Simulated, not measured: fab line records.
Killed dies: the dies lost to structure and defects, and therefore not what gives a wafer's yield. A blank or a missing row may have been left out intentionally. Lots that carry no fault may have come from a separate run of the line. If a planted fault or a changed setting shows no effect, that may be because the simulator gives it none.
fab line records -- flow n5-finfet -- part 1 of 2: steps 1 to 20 of 29
record: lots: 5, wafers: 15, last-day: 17
route steps=1938 shown BEOL_M12@1655 BEOL_M13@1659
lots with no fault: from the same line, run without faults
start-h: start of the lot's first displayed wafer, in hours after the record's first day -- wait-h: how many hours have passed since the lot's step before this one -- " as in the row above -- L1.1+2: a single row standing in for several wafers -- - value missing, or start not given -- * or withheld: withheld -- < > ~ a bound
route shown NAME@n: a module of which the file shows steps, and the number in the route of the first -- usual: the fault-free wafers' mean and standard deviation -- same: alike in all rows -- chamber/n: place in a boat -- sites: per-site readings -- _std_site: how widely they spread, as a standard deviation -- _edge_site: the outer-site mean with the inner-site mean subtracted -- radius-mm: how far each site lies from the wafer's centre -- mask NAME#n: copy n -- behind: tool/chamber where the wafer was last shaped -- hold: why the lot went on hold/how many hours it stayed there/how the hold came to an end -- device: the transistor (n, p or np) that didn't switch -- end of line: the route-end tests of the same wafers -- a step with no rows: only its recipe -- killed: dies lost to structure and defects at the first sort, not the wafer's yield -- map: a wafer's dies, marking killed ones x, the rest . and places with no die _
set.NAME: the setting the step ran with; set.NAME@STEP: the setting that earlier step ran with -- model.NAME: the simulator's own value behind a step, which no gauge read
a table for each step, a row for each wafer; lots at some steps of the route
services: from which hour (start-h, from the record's first day; less than 0 if before it) a tool's chamber was out of use, for how many hours, and why
== steps ==
step: N5_BEOL_M12_PRE_CLEAN_52
recipe: gas: NH3, time-s: 15, temp-c: withheld, rf-power-w: 300
usual: rf-fwd-power-W: 294.5/2.2
lot.wafer,tool,chamber,start-h,wait-h,rf-fwd-power-W,since-wet-clean-h
L074.1,pecvd-02,0,247.94,0.0,296.9,952
L074.3,pecvd-02,1,247.94,0.0,293.7,1677
L074.6,pecvd-02,0,247.94,0.0,296.4,-
L085.1,pecvd-01,2,309.88,0.0,293.4,79
L085.2,pecvd-01,0,309.88,0.0,297.2,833
L085.3,pecvd-01,1,309.88,0.0,293.3,1558
L088.3,pecvd-04,2,314.32,0.0,292.2,627
L088.4,pecvd-04,1,314.32,0.0,292.4,-
L088.5,pecvd-04,0,314.32,0.0,294.5,-
L090.1,pecvd-02,0,332.64,0.0,298.2,1037
L090.2,pecvd-02,1,332.64,0.0,291.5,1762
L090.5,pecvd-02,2,332.64,0.0,297.3,-
L096.3,pecvd-04,0,362.67,0.0,294.6,1429
L096.4,pecvd-04,0,362.67,0.0,294.5,-
L096.6,pecvd-04,1,362.67,0.0,292.5,-
step: N5_BEOL_M12_DEP_53
recipe: material: SiCN, target-thk-a: 300, temp-c: withheld, precursor: 3MS/NH3, pressure-torr: 3, rf-w: 675, time-s: 10.5
usual: rf-fwd-power-W: 664/4.6, showerhead-plenum-p-Torr: 4.146/0.027, throttle-valve-pct: 18.3/0.88
lot.wafer,tool,chamber,start-h,wait-h,rf-fwd-power-W,showerhead-plenum-p-Torr,since-wet-clean-h,throttle-valve-pct
L074.1,pecvd-02,0,247.96,0.0,670,4.165,952,19.3
L074.3,pecvd-02,1,247.96,0.0,660,4.145,1677,18.0
L074.6,pecvd-02,0,247.96,0.0,669,4.179,-,19.7
L085.1,pecvd-01,2,309.91,0.0,660,4.143,79,17.9
L085.2,pecvd-01,0,309.91,0.0,666,4.145,833,17.8
L085.3,pecvd-01,1,309.91,0.0,659,4.094,1558,20.1
L088.3,pecvd-04,2,314.35,0.0,660,4.141,627,17.4
L088.4,pecvd-04,1,314.35,0.0,660,4.171,-,18.2
L088.5,pecvd-04,0,314.35,0.0,670,4.177,-,18.1
L090.1,pecvd-02,0,332.67,0.0,669,4.180,1037,19.7
L090.2,pecvd-02,1,332.67,0.0,659,4.135,1762,17.8
L090.5,pecvd-02,2,332.67,0.0,672,4.150,-,17.5
L096.3,pecvd-04,0,362.70,0.0,666,4.185,1429,18.0
L096.4,pecvd-04,0,362.70,0.0,665,4.174,-,18.4
L096.6,pecvd-04,1,362.70,0.0,660,4.182,-,18.3
step: N5_BEOL_M12_RS_MEAS_54
recipe: thk-meas-gauge: four-point-probe, reads: Cu_of_BEOL_M12_ECD_47+Ta_of_BEOL_M12_SPUTTER_44+TaN_of_BEOL_M12_SPUTTER_43
usual: M12_RS: 0.0594/0.00089
lot.wafer,tool,chamber,start-h,wait-h,M12_RS[ohm/sq]
L074.1,film-metro-02,-,248.03,0.0,0.0589
L074.3,film-metro-02,-,248.03,0.0,0.0584
L074.6,film-metro-02,-,248.03,0.0,0.0598
L085.1,film-metro-02,-,309.97,0.0,0.0598
L085.2,film-metro-02,-,309.97,0.0,0.0591
L085.3,film-metro-02,-,309.97,0.0,0.0601
L088.3,film-metro-02,-,314.43,0.1,0.0587
L088.4,film-metro-02,-,314.43,0.1,0.0590
L088.5,film-metro-02,-,314.43,0.1,0.0600
L090.1,film-metro-02,-,332.73,0.0,0.0588
L090.2,film-metro-02,-,332.73,0.0,0.0585
L090.5,film-metro-02,-,332.73,0.0,0.0585
L096.3,film-metro-01,-,362.76,0.0,0.0585
L096.4,film-metro-01,-,362.76,0.0,0.0587
L096.6,film-metro-01,-,362.76,0.0,0.0594
step: N5_BEOL_M12_INSPECT_55
recipe: inspect-instrument: darkfield, mode: post-dep
usual: raw-defect-count: 71/23
lot.wafer,tool,chamber,start-h,wait-h,raw-defect-count
L074.1,defect-inspect-02,-,248.05,0.0,94
L074.3,defect-inspect-02,-,248.05,0.0,73
L074.6,defect-inspect-02,-,248.05,0.0,86
L085.1,defect-inspect-02,-,310.00,0.0,70
L085.2,defect-inspect-02,-,310.00,0.0,77
L085.3,defect-inspect-02,-,310.00,0.0,81
L088.3,defect-inspect-01,-,314.45,0.0,36
L088.4,defect-inspect-01,-,314.45,0.0,57
L088.5,defect-inspect-01,-,314.45,0.0,32
L090.1,defect-inspect-01,-,332.76,0.0,87
L090.2,defect-inspect-01,-,332.76,0.0,56
L090.5,defect-inspect-01,-,332.76,0.0,59
L096.3,defect-inspect-01,-,362.79,0.0,87
L096.4,defect-inspect-01,-,362.79,0.0,69
L096.6,defect-inspect-01,-,362.79,0.0,88
step: N5_BEOL_M13_ILD_DEP_00
recipe: material: SiOC, target-thk-a: 8379.2, temp-c: 350, precursor: DEMS/O2, pressure-torr: 5, rf-w: 500, time-s: 166.4
usual: heater-power-w: 497/58, rf-fwd-power-W: 497.8/1.5, showerhead-plenum-p-Torr: 5.690/0.017, throttle-valve-pct: 11.8/0.56
lot.wafer,tool,chamber,start-h,wait-h,heater-power-w,rf-fwd-power-W,showerhead-plenum-p-Torr,since-wet-clean-h,throttle-valve-pct
L074.1,pecvd-01,2,248.09,0.0,434,498.3,5.675,17,11.8
L074.3,pecvd-01,1,248.09,0.0,397,498.9,5.654,-,13.0
L074.6,pecvd-01,2,248.09,0.0,466,497.3,5.672,-,12.0
L085.1,pecvd-03,1,310.03,0.0,493,497.7,5.692,1920,11.5
L085.2,pecvd-03,2,310.03,0.0,525,499.2,5.705,441,11.2
L085.3,pecvd-03,0,310.03,0.0,495,498.5,5.688,1195,11.6
L088.3,pecvd-01,0,314.49,0.0,585,496.5,5.689,837,11.6
L088.4,pecvd-01,1,314.49,0.0,358,499.1,5.657,-,13.3
L088.5,pecvd-01,2,314.49,0.0,457,496.7,5.681,-,11.8
L090.1,pecvd-03,1,332.79,0.0,521,497.4,5.681,1943,11.7
L090.2,pecvd-03,2,332.79,0.0,454,500.2,5.700,464,11.1
L090.5,pecvd-03,2,332.79,0.0,482,499.7,5.690,-,11.3
L096.3,pecvd-01,1,362.83,0.0,354,496.7,5.644,1610,13.4
L096.4,pecvd-01,0,362.83,0.0,589,498.4,5.675,-,11.5
L096.6,pecvd-01,2,362.83,0.0,458,499.3,5.666,-,11.7
step: N5_BEOL_M13_THK_MEAS_01
recipe: reads: SiOC_of_BEOL_M13_ILD_DEP_00
usual: M13_ILD_THK: 837/11
lot.wafer,tool,chamber,start-h,wait-h,M13_ILD_THK[nm]
L074.1,film-metro-02,-,248.30,0.2,828
L074.3,film-metro-02,-,248.30,0.2,834
L074.6,film-metro-02,-,248.30,0.2,836
L085.1,film-metro-02,-,310.18,0.1,834
L085.2,film-metro-02,-,310.18,0.1,821
L085.3,film-metro-02,-,310.18,0.1,829
L088.3,film-metro-02,-,314.64,0.1,838
L088.4,film-metro-02,-,314.64,0.1,846
L088.5,film-metro-02,-,314.64,0.1,846
L090.1,film-metro-01,-,332.95,0.1,853
L090.2,film-metro-01,-,332.95,0.1,825
L090.5,film-metro-01,-,332.95,0.1,839
L096.3,film-metro-01,-,362.99,0.1,842
L096.4,film-metro-01,-,362.99,0.1,853
L096.6,film-metro-01,-,362.99,0.1,850
step: N5_BEOL_M13_COAT_58
recipe: resist: BARC, temp-c: 205, time-s: 60, spin-rpm: 1500, resist-thk-nm: 89
usual: chill-plate-temp-C: 23.01/0.1
lot.wafer,tool,chamber,start-h,wait-h,chill-plate-temp-C
L074.1,litho-track-05,0,248.33,0.0,23.10
L074.3,litho-track-05,0,248.33,0.0,23.03
L074.6,litho-track-05,0,248.33,0.0,23.09
L085.1,litho-track-02,0,310.22,0.0,22.86
L085.2,litho-track-02,0,310.22,0.0,23.05
L085.3,litho-track-02,0,310.22,0.0,23.24
L088.3,litho-track-02,0,314.68,0.0,22.96
L088.4,litho-track-02,0,314.68,0.0,22.95
L088.5,litho-track-02,0,314.68,0.0,22.92
L090.1,litho-track-05,0,332.98,0.0,22.89
L090.2,litho-track-05,0,332.98,0.0,23.02
L090.5,litho-track-05,0,332.98,0.0,22.88
L096.3,litho-track-05,0,363.02,0.0,23.03
L096.4,litho-track-05,0,363.02,0.0,23.04
L096.6,litho-track-05,0,363.02,0.0,23.15
step: N5_BEOL_M13_COAT_04
recipe: spin-rpm: 1625, resist-thk-nm: 400
usual: chill-plate-temp-C: 23.01/0.1
lot.wafer,tool,chamber,start-h,wait-h,chill-plate-temp-C
L074.1,litho-track-05,0,-,-,23.16
L074.3,litho-track-05,0,-,-,23.07
L074.6,litho-track-05,0,-,-,23.04
L085.1,litho-track-02,0,-,-,23.03
L085.2,litho-track-02,0,-,-,23.19
L085.3,litho-track-02,0,-,-,23.26
L088.3,litho-track-02,0,-,-,23.00
L088.4,litho-track-02,0,-,-,22.97
L088.5,litho-track-02,0,-,-,23.06
L090.1,litho-track-05,0,-,-,23.12
L090.2,litho-track-05,0,-,-,23.01
L090.5,litho-track-05,0,-,-,23.03
L096.3,litho-track-05,0,-,-,23.01
L096.4,litho-track-05,0,-,-,22.99
L096.6,litho-track-05,0,-,-,22.92
step: N5_BEOL_M13_EBR_06
recipe: solvent: PGMEA, ebr-width-mm: 1.5
usual: chill-plate-temp-C: 23.01/0.099
same: ebr-width-mm: 1.5
lot.wafer,tool,chamber,start-h,wait-h,chill-plate-temp-C
L074.1,litho-track-05,0,-,-,23.18
L074.3,litho-track-05,0,-,-,23.05
L074.6,litho-track-05,0,-,-,22.96
L085.1,litho-track-02,0,-,-,22.88
L085.2,litho-track-02,0,-,-,22.83
L085.3,litho-track-02,0,-,-,22.92
L088.3,litho-track-02,0,-,-,23.05
L088.4,litho-track-02,0,-,-,23.04
L088.5,litho-track-02,0,-,-,22.86
L090.1,litho-track-05,0,-,-,22.92
L090.2,litho-track-05,0,-,-,23.07
L090.5,litho-track-05,0,-,-,23.12
L096.3,litho-track-05,0,-,-,22.99
L096.4,litho-track-05,0,-,-,22.91
L096.6,litho-track-05,0,-,-,22.92
step: N5_BEOL_M13_SOFTBAKE_05
recipe: temp-c: 130, time-s: 60
usual: chill-plate-temp-C: 23.01/0.1
lot.wafer,tool,chamber,start-h,wait-h,chill-plate-temp-C
L074.1,litho-track-05,0,-,-,22.83
L074.3,litho-track-05,0,-,-,22.91
L074.6,litho-track-05,0,-,-,23.08
L085.1,litho-track-02,0,-,-,22.93
L085.2,litho-track-02,0,-,-,23.07
L085.3,litho-track-02,0,-,-,22.99
L088.3,litho-track-02,0,-,-,23.12
L088.4,litho-track-02,0,-,-,22.88
L088.5,litho-track-02,0,-,-,23.16
L090.1,litho-track-05,0,-,-,23.07
L090.2,litho-track-05,0,-,-,22.91
L090.5,litho-track-05,0,-,-,22.96
L096.3,litho-track-05,0,-,-,22.75
L096.4,litho-track-05,0,-,-,22.94
L096.6,litho-track-05,0,-,-,22.81
step: N5_BEOL_M13_EXPOSE_07
recipe: mask-id: V12, na: 0.93, source-shape: conventional, sigma-outer: 0.6, polarization: unpolarized, attpsm-phase-deg: 180, dose-mj: 24.8
lot.wafer,tool,chamber,start-h,wait-h,mask
L074.1+3+6,krf-scanner-01,0,248.55,-,V12#0
L085.1+2+3,krf-scanner-02,0,310.44,-,V12#0
L088.3+4+5,krf-scanner-01,0,314.91,-,V12#0
L090.1+2+5,krf-scanner-02,0,333.20,-,V12#0
L096.3+4+6,krf-scanner-01,0,363.13,-,V12#0
step: N5_BEOL_M13_PEB_08
recipe: peb-temp-c: 130, peb-time-s: 90
usual: chill-plate-temp-C: 23.03/0.13
lot.wafer,tool,chamber,start-h,wait-h,chill-plate-temp-C
L074.1,litho-track-05,0,248.61,0.1,23.09
L074.3,litho-track-05,0,248.61,0.1,23.13
L074.6,litho-track-05,0,248.61,0.1,23.20
L085.1,litho-track-02,0,310.50,0.1,22.89
L085.2,litho-track-02,0,310.50,0.1,22.84
L085.3,litho-track-02,0,310.50,0.1,22.82
L088.3,litho-track-04,0,314.96,0.0,22.88
L088.4,litho-track-04,0,314.96,0.0,22.92
L088.5,litho-track-04,0,314.96,0.0,23.12
L090.1,litho-track-02,0,333.26,0.1,23.11
L090.2,litho-track-02,0,333.26,0.1,23.24
L090.5,litho-track-02,0,333.26,0.1,23.07
L096.3,litho-track-04,0,363.18,0.0,22.96
L096.4,litho-track-04,0,363.18,0.0,23.10
L096.6,litho-track-04,0,363.18,0.0,22.97
step: N5_BEOL_M13_DEVELOP_09
recipe: develop-time-s: 45, rinse-liquid: diw, dry: air-spin, dev-temp-c: 21
usual: chill-plate-temp-C: 23.01/0.11, developer-temp-C: 21.00/0.11
lot.wafer,tool,chamber,start-h,wait-h,chill-plate-temp-C,developer-temp-C
L074.1,litho-track-05,0,-,-,23.07,20.95
L074.3,litho-track-05,0,-,-,23.04,20.91
L074.6,litho-track-05,0,-,-,23.22,21.02
L085.1,litho-track-02,0,-,-,23.25,21.13
L085.2,litho-track-02,0,-,-,23.13,20.94
L085.3,litho-track-02,0,-,-,23.01,21.01
L088.3,litho-track-04,0,-,-,22.92,21.00
L088.4,litho-track-04,0,-,-,22.94,21.06
L088.5,litho-track-04,0,-,-,23.16,21.05
L090.1,litho-track-02,0,-,-,23.11,20.94
L090.2,litho-track-02,0,-,-,23.05,21.04
L090.5,litho-track-02,0,-,-,23.10,20.90
L096.3,litho-track-04,0,-,-,22.90,21.11
L096.4,litho-track-04,0,-,-,22.99,20.87
L096.6,litho-track-04,0,-,-,22.95,21.04
step: N5_BEOL_M13_HARDBAKE_14
recipe: temp-c: 130, time-s: 120
usual: chill-plate-temp-C: 23.01/0.1
lot.wafer,tool,chamber,start-h,wait-h,chill-plate-temp-C
L074.1,litho-track-05,0,-,-,23.06
L074.3,litho-track-05,0,-,-,23.10
L074.6,litho-track-05,0,-,-,23.12
L085.1,litho-track-02,0,-,-,22.97
L085.2,litho-track-02,0,-,-,23.14
L085.3,litho-track-02,0,-,-,23.09
L088.3,litho-track-04,0,-,-,23.07
L088.4,litho-track-04,0,-,-,22.99
L088.5,litho-track-04,0,-,-,23.01
L090.1,litho-track-02,0,-,-,23.12
L090.2,litho-track-02,0,-,-,23.02
L090.5,litho-track-02,0,-,-,22.93
L096.3,litho-track-04,0,-,-,23.14
L096.4,litho-track-04,0,-,-,22.92
L096.6,litho-track-04,0,-,-,23.02
step: N5_BEOL_M13_CD_MEAS_10
recipe: target-cd-nm: 190, landing-energy-ev: 500, detector: se-inlens, polarity: opening
usual: cd-nm: 190.6/1.5
lot.wafer,tool,chamber,start-h,wait-h,cd-nm
L074.1,cd-sem-02,0,248.73,-,191.0
L074.3,cd-sem-02,0,248.73,-,189.1
L074.6,cd-sem-02,0,248.73,-,190.2
L085.1,cd-sem-01,0,310.61,-,190.7
L085.2,cd-sem-01,0,310.61,-,189.9
L085.3,cd-sem-01,0,310.61,-,190.4
L088.3,cd-sem-02,0,315.07,-,189.2
L088.4,cd-sem-02,0,315.07,-,189.2
L088.5,cd-sem-02,0,315.07,-,190.5
L090.1,cd-sem-03,0,333.37,-,189.8
L090.2,cd-sem-03,0,333.37,-,190.0
L090.5,cd-sem-03,0,333.37,-,189.4
L096.3,cd-sem-02,0,363.29,-,189.1
L096.4,cd-sem-02,0,363.29,-,189.5
L096.6,cd-sem-02,0,363.29,-,188.2
step: N5_BEOL_M13_OVL_MEAS_11
recipe: points-per-wafer: 44
usual: V12_OVL: -2/6.5
lot.wafer,tool,chamber,start-h,wait-h,V12_OVL[nm]
L074.1,overlay-02,0,248.76,0.0,2
L074.3,overlay-02,0,248.76,0.0,3
L074.6,overlay-02,0,248.76,0.0,-14
L085.1,overlay-01,0,310.64,0.0,-2
L085.2,overlay-01,0,310.64,0.0,1
L085.3,overlay-01,0,310.64,0.0,-1
L088.3,overlay-02,0,315.10,0.0,-4
L088.4,overlay-02,0,315.10,0.0,-16
L088.5,overlay-02,0,315.10,0.0,-6
L090.1,overlay-02,0,333.40,0.0,-3
L090.2,overlay-02,0,333.40,0.0,-4
L090.5,overlay-02,0,333.40,0.0,-6
L096.3,overlay-02,0,363.32,0.0,-10
L096.4,overlay-02,0,363.32,0.0,-11
L096.6,overlay-02,0,363.32,0.0,-4
step: N5_BEOL_M13_INSPECT_12
recipe: mode: adi, inspect-instrument: macro
usual: raw-defect-count: 2.2/1.4
lot.wafer,tool,chamber,start-h,wait-h,raw-defect-count
L074.1,defect-inspect-02,-,248.78,0.0,2
L074.3,defect-inspect-02,-,248.78,0.0,3
L074.6,defect-inspect-02,-,248.78,0.0,5
L085.1,defect-inspect-02,-,310.67,0.0,1
L085.2,defect-inspect-02,-,310.67,0.0,3
L085.3,defect-inspect-02,-,310.67,0.0,0
L088.3,defect-inspect-01,-,315.13,0.0,3
L088.4,defect-inspect-01,-,315.13,0.0,1
L088.5,defect-inspect-01,-,315.13,0.0,1
L090.1,defect-inspect-01,-,333.43,0.0,1
L090.2,defect-inspect-01,-,333.43,0.0,2
L090.5,defect-inspect-01,-,333.43,0.0,5
L096.3,defect-inspect-02,-,363.35,0.0,6
L096.4,defect-inspect-02,-,363.35,0.0,2
L096.6,defect-inspect-02,-,363.35,0.0,1
step: N5_BEOL_M13_DESCUM_15
recipe: chemistry: O2, time-s: 7.9, source-power-w: 50, bias-power-w: 20, pressure-mtorr: 20, rf-frequency-hz: 2.712e+07, temp-c: 40, o2-flow-sccm: 225
usual: chamber-pressure-mTorr: 20.000/0.019, drypump-motor-current-A: 5.8/0.35, oes-product-au: 0.77/0.051, rf-fwd-power-W: 49.28/0.23, rf-vpp-V: 243.5/1.5, showerhead-plenum-p-Torr: 2.12/0.088, throttle-valve-pct: 20.46/0.27
lot.wafer,tool,chamber,start-h,wait-h,chamber-pressure-mTorr,drypump-motor-current-A,oes-product-au,rf-fwd-power-W,rf-hours-counter-h,rf-vpp-V,showerhead-plenum-p-Torr,throttle-valve-pct
L074.1,rie-diel-04,0,248.81,0.0,19.995,5.6,0.88,48.92,33,242.0,2.06,20.20
L074.3,rie-diel-04,1,248.81,0.0,20.031,5.5,0.69,49.03,229,243.4,2.05,20.37
L074.6,rie-diel-04,3,248.81,0.0,19.997,6.0,0.85,49.79,-,242.9,2.13,20.52
L085.1,rie-diel-02,3,310.70,0.0,20.028,5.8,0.79,48.76,104,246.0,2.21,20.06
L085.2,rie-diel-02,1,310.70,0.0,20.005,5.6,0.83,49.42,88,246.3,2.23,20.36
L085.3,rie-diel-02,0,310.70,0.0,20.010,5.1,0.72,49.08,199,244.3,2.19,20.89
L088.3,rie-diel-06,3,315.16,0.0,19.985,5.6,0.72,49.22,205,243.7,2.16,20.43
L088.4,rie-diel-06,2,315.16,0.0,19.985,6.0,0.79,49.43,-,243.9,2.21,20.44
L088.5,rie-diel-06,3,315.16,0.0,19.992,5.6,0.72,49.17,-,245.2,2.16,20.44
L090.1,rie-diel-04,0,333.46,0.0,20.026,5.6,0.85,49.17,62,243.0,2.05,20.26
L090.2,rie-diel-04,3,333.46,0.0,19.990,6.0,0.82,49.86,72,243.0,2.12,20.57
L090.5,rie-diel-04,2,333.46,0.0,19.981,5.3,0.77,49.10,-,242.9,2.00,20.54
L096.3,rie-diel-02,2,363.40,0.1,19.993,6.5,0.73,49.29,142,242.8,2.01,20.94
L096.4,rie-diel-02,3,363.40,0.1,19.997,5.8,0.77,49.22,120,245.1,2.21,20.07
L096.6,rie-diel-02,0,363.40,0.1,20.006,5.1,0.71,49.06,-,243.9,2.18,20.92
step: N5_BEOL_M13_ETCH_59
recipe: chemistry: N2/H2, target: BARC, target-depth-a: 890, overetch-a: 267, time-s: 67.9, ion-energy-ev: 200, pressure-mtorr: 30, source-w: 840, bias-w: 150, n2-flow-sccm: 200, h2-flow-sccm: 200
usual: bias-w: 150.0/0.47, chamber-pressure-mTorr: 30.00/0.031, drypump-motor-current-A: 5.8/0.36, oes-product-au: 0.66/0.042, rf-fwd-power-W: 832/3.1, rf-vpp-V: 524.4/3, showerhead-plenum-p-Torr: 2.56/0.1, throttle-valve-pct: 17.81/0.24
lot.wafer,tool,chamber,start-h,wait-h,bias-w,chamber-pressure-mTorr,drypump-motor-current-A,oes-product-au,rf-fwd-power-W,rf-hours-counter-h,rf-vpp-V,showerhead-plenum-p-Torr,throttle-valve-pct
L074.1,rie-diel-04,0,248.85,0.0,151.0,29.98,5.7,0.76,836,33,521.6,2.49,17.55
L074.3,rie-diel-04,1,248.85,0.0,149.9,29.96,5.5,0.59,830,229,521.7,2.49,17.86
L074.6,rie-diel-04,3,248.85,0.0,149.9,30.04,6.0,0.74,835,-,527.1,2.57,17.89
L085.1,rie-diel-02,3,310.74,0.0,150.8,29.99,5.9,0.69,830,104,526.9,2.66,17.34
L085.2,rie-diel-02,1,310.74,0.0,150.8,30.07,5.6,0.71,832,88,527.7,2.69,17.82
L085.3,rie-diel-02,0,310.74,0.0,150.3,30.01,5.1,0.61,832,199,525.2,2.63,18.13
L088.3,rie-diel-06,3,315.20,0.0,149.5,30.00,5.6,0.63,833,205,526.2,2.62,17.86
L088.4,rie-diel-06,2,315.20,0.0,150.5,30.03,6.0,0.68,830,-,527.7,2.64,17.60
L088.5,rie-diel-06,3,315.20,0.0,149.8,30.01,5.6,0.62,834,-,525.1,2.62,17.84
L090.1,rie-diel-04,0,333.50,0.0,149.9,30.01,5.6,0.72,825,62,522.2,2.47,17.59
L090.2,rie-diel-04,3,333.50,0.0,150.0,30.02,6.0,0.70,834,72,523.7,2.56,17.93
L090.5,rie-diel-04,2,333.50,0.0,150.0,30.05,5.4,0.66,831,-,521.8,2.43,18.04
L096.3,rie-diel-02,2,363.44,0.0,150.3,30.03,6.5,0.64,832,142,522.9,2.44,18.31
L096.4,rie-diel-02,3,363.44,0.0,150.3,30.00,5.9,0.67,830,120,527.1,2.66,17.37
L096.6,rie-diel-02,0,363.44,0.0,150.6,29.99,5.1,0.60,831,-,526.7,2.63,18.17
step: N5_BEOL_M13_VIA_ETCH_16
recipe: chemistry: C4F8/O2/Ar, target: SiOC, pressure-mtorr: 30, source-w: 3000, bias-w: 700, Ar_flow_sccm: 400, C4F8_flow_sccm: 15, O2_flow_sccm: 8, he-inner-torr: 15, he-outer-torr: 30, target-depth-a: 9217, time-s: withheld, ion-energy-ev: 250, ends: cleared
usual: bias-w: 700.3/2.3, chamber-pressure-mTorr: 30.000/0.026, drypump-motor-current-A: 5.8/0.35, he-outer-torr: 30.00/0.055, mfc-ar-sccm: 400.0/1.2, oes-product-au: 0.69/0.046, rf-fwd-power-W: 2992/8.5, rf-vpp-V: 666/3.6, showerhead-plenum-p-Torr: 3.44/0.13, throttle-valve-pct: 24.11/0.24
lot.wafer,tool,chamber,start-h,wait-h,bias-w,chamber-pressure-mTorr,drypump-motor-current-A,he-outer-torr,mfc-ar-sccm,oes-product-au,rf-fwd-power-W,rf-vpp-V,showerhead-plenum-p-Torr,throttle-valve-pct
L074.1,rie-diel-04,0,248.90,0.0,697.0,29.993,5.6,29.99,401.5,0.80,2981,664,3.32,23.76
L074.3,rie-diel-04,1,248.90,0.0,700.0,29.999,5.5,29.92,398.3,0.62,2987,664,3.39,24.31
L074.6,rie-diel-04,3,248.90,0.0,705.0,29.932,6.0,30.00,398.2,0.77,2986,666,3.46,24.27
L085.1,rie-diel-02,3,310.79,0.0,696.7,30.013,5.9,29.94,400.7,0.72,2996,671,3.60,23.83
L085.2,rie-diel-02,1,310.79,0.0,698.5,29.996,5.7,30.12,401.4,0.75,2998,669,3.58,23.94
L085.3,rie-diel-02,0,310.79,0.0,698.5,29.974,5.1,29.97,400.5,0.65,2993,670,3.56,24.63
L088.3,rie-diel-06,3,315.25,0.0,695.9,30.020,5.6,30.09,399.9,0.66,2991,668,3.49,24.04
L088.4,rie-diel-06,2,315.25,0.0,701.4,29.985,6.0,30.02,399.1,0.70,2996,672,3.56,24.01
L088.5,rie-diel-06,3,315.25,0.0,696.2,30.000,5.6,29.90,399.2,0.65,2992,667,3.49,24.03
L090.1,rie-diel-04,0,333.55,0.0,703.2,30.018,5.7,30.00,399.8,0.76,3001,663,3.31,23.79
L090.2,rie-diel-04,3,333.55,0.0,701.4,30.038,6.0,30.03,401.0,0.74,3007,667,3.44,24.30
L090.5,rie-diel-04,2,333.55,0.0,704.6,30.031,5.4,30.03,399.5,0.69,2980,663,3.28,24.31
L096.3,rie-diel-02,2,363.49,0.0,696.1,30.026,6.5,30.10,400.8,0.66,2994,662,3.26,24.55
L096.4,rie-diel-02,3,363.49,0.0,699.9,30.031,5.9,30.07,400.1,0.70,2983,670,3.59,23.83
L096.6,rie-diel-02,0,363.49,0.0,699.5,30.025,5.1,29.95,399.9,0.63,3007,669,3.55,24.63
